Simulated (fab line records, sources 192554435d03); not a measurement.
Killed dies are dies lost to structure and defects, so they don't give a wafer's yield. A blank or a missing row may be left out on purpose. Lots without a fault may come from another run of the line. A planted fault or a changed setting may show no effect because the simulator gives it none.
Chamber matching | flow n5_finfet | N5_BEOL_M14_ETCH_68 on rie_diel-06: 4 sister chambers
The step etches SOC in N2/H2, time 450 s. 16 wafers are shown with their chamber, then 8 later ones without.

WAFERS WITH THEIR CHAMBER
wafer  | chamber | showerhead_plenum_p_Torr (Torr) | drypump_motor_current_A (A) | throttle_valve_pct (%)
L074.1 | 1       | 2.52                            | 5.6                         | 18.24
L074.4 | 0       | 2.41                            | 4.8                         | 17.64
L074.6 | 2       | 2.52                            | 5.3                         | 18.08
L079.3 | 2       | 2.52                            | 5.3                         | 18.09
L079.4 | 0       | 2.41                            | 4.8                         | 17.67
L079.5 | 1       | 2.51                            | 5.6                         | 18.24
L080.2 | 2       | 2.52                            | 5.3                         | 18.10
L080.3 | 0       | 2.41                            | 4.8                         | 17.67
L080.6 | 2       | 2.52                            | 5.3                         | 18.10
L083.1 | 3       | 2.70                            | 4.9                         | 17.87
L083.5 | 0       | 2.41                            | 4.8                         | 17.67
L083.6 | 3       | 2.70                            | 4.8                         | 17.86
L084.1 | 0       | 2.41                            | 4.8                         | 17.69
L084.2 | 2       | 2.51                            | 5.3                         | 18.12
L084.4 | 1       | 2.51                            | 5.6                         | 18.26
L089.1 | 2       | 2.51                            | 5.3                         | 18.13

SIGNATURES (means of the wafers above)
reading                  | chamber 0 | chamber 1 | chamber 2 | chamber 3 | scatter within a chamber
showerhead_plenum_p_Torr | 2.4100    | 2.5133    | 2.5167    | 2.7000    | 0.00408
drypump_motor_current_A  | 4.800     | 5.600     | 5.300     | 4.850     | 0.0204
throttle_valve_pct       | 17.6680   | 18.2467   | 18.1033   | 17.8650   | 0.0167
Rule: a wafer's distance from a chamber is the root of the sum, over the readings, of the square of ((its reading less the chamber's mean) divided by the reading's scatter). The wafer belongs to the nearest chamber; if the next one is less than 2 further off, it can't be placed. The scatter: the root of (the sum of the squares of (reading less its chamber's mean) over the shown wafers, divided by (wafers less chambers)).

WAFERS WITHOUT THEIR CHAMBER
wafer  | showerhead_plenum_p_Torr (Torr) | drypump_motor_current_A (A) | throttle_valve_pct (%)
L089.2 | 2.40                            | 4.8                         | 17.71
L089.6 | 2.70                            | 4.9                         | 17.87
L090.1 | 2.51                            | 5.3                         | 18.13
L090.4 | 2.69                            | 4.9                         | 17.90
L090.5 | 2.51                            | 5.3                         | 18.13
L093.3 | 2.50                            | 5.6                         | 18.29
L093.4 | 2.50                            | 5.6                         | 18.30
L093.6 | 2.40                            | 4.8                         | 17.73

WHICH CHAMBER EACH WENT THROUGH
wafer  | from the rows above | in truth
L089.2 | 0                   | 0
L089.6 | 3                   | 3
L090.1 | 2                   | 2
L090.4 | 3                   | 3
L090.5 | 2                   | 2
L093.3 | 1                   | 1
L093.4 | 1                   | 1
L093.6 | 0                   | 0
Placed correctly: 8 of 8. Can't be placed from these rows: 0. Placed wrongly: 0.
